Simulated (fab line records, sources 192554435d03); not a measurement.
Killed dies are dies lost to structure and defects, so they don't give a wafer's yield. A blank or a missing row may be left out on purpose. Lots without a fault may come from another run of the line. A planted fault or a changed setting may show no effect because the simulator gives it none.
Problem report in the 8D (eight disciplines) form, filled by code | flow n5_finfet | the parts of the form that need people (team, actions taken, sign-off) are left out

1. THE PROBLEM
run_length_s at N5_BEOL_M0_SAQP_PECVD_03 reads a mean of 57.5 s on 3 wafers of 3 lots; wafers without a fault read 51.4 s with a standard deviation of 0.38. That is +16 standard deviations from the usual mean.
The step: deposits SiCN from 3MS/NH3, target thk 12 nm, time 21.1 s.
First seen on wafer L181.2, day 8 20:17, on pecvd-04. The record holds 15 wafers of 5 lots with a number at this step. Rule for "out", or "out of limits": more than 4 standard deviations from the usual mean. The other wafers with a number count as sound.

2. WHAT IT IS AND WHAT IT IS NOT
question                    | is                     | is not
which readings at this step | run_length_s           | showerhead_plenum_p_Torr, throttle_valve_pct
which lots                  | L181, L183, L186       | L180, L185
which wafers of those lots  | L181.2, L183.6, L186.1 | L181.1, L181.3, L183.2, L183.5, L186.2, L186.3
read on which tools         | pecvd-04               | pecvd-02
when                        | from day 8 20:17       | up to then (5 sound wafers); but 7 sound wafers of L183, L185, L186 came after

3. SUSPECTS, AND WHAT RULES EACH OUT
Counting: a tool at a process step up to the reading stays a suspect if it ran every lot that is out. Sound lots after the first of them don't rule it out here, since some wafers of a struck lot are sound.
- pecvd-04 at N5_BEOL_M0_SAQP_PECVD_03 (deposits SiCN from 3MS/NH3, target thk 12 nm, time 21.1 s): kept. It ran every lot that is out, first L181 (day 8 20:17); its last sound lot up to then is L180 (day 8 17:47). Its own readings are out on those wafers: run_length_s.
- Within pecvd-04 at N5_BEOL_M0_SAQP_PECVD_03: the wafers that are out ran in chamber 0; their sound lot-mates ran in chambers 1, 2.
Left after counting: pecvd-04 at N5_BEOL_M0_SAQP_PECVD_03.

4. THE CAUSE (what the simulator had put in)
Process parameter drift: pecvd-04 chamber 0, from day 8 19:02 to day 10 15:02, at N5_BEOL_M0_SAQP_PECVD_03. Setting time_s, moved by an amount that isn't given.
Counting left only this tool.

5. THE CHAIN OF EFFECTS, in route order
Each row: a reading whose mean over the struck wafers that have a number lies more than 3 standard deviations from the usual. Only readings for which the record gives a usual standard deviation are gone through. hours: the time from each lot's start at the first step in this table that gives one to its start at this step, as a median over the lots. sigmas: the change in usual standard deviations.
hours | step                     | reading      | usual  | on struck wafers | change | sigmas
0     | N5_BEOL_M0_SAQP_PECVD_03 | run_length_s | 51.4 s | 57.5             | +6.1   | +16
The process steps in it:
- N5_BEOL_M0_SAQP_PECVD_03: deposits SiCN from 3MS/NH3, target thk 12 nm, time 21.1 s.
Later measuring or inspecting steps at which every struck wafer that the step has a row for has a number for every such reading, and none has moved that far: N5_BEOL_M4_RC_MEAS_101.

6. WHAT WOULD HAVE CAUGHT IT SOONER
In this record the first reading out of limits was taken at day 8 20:17, 1 hour after the fault began at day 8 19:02.
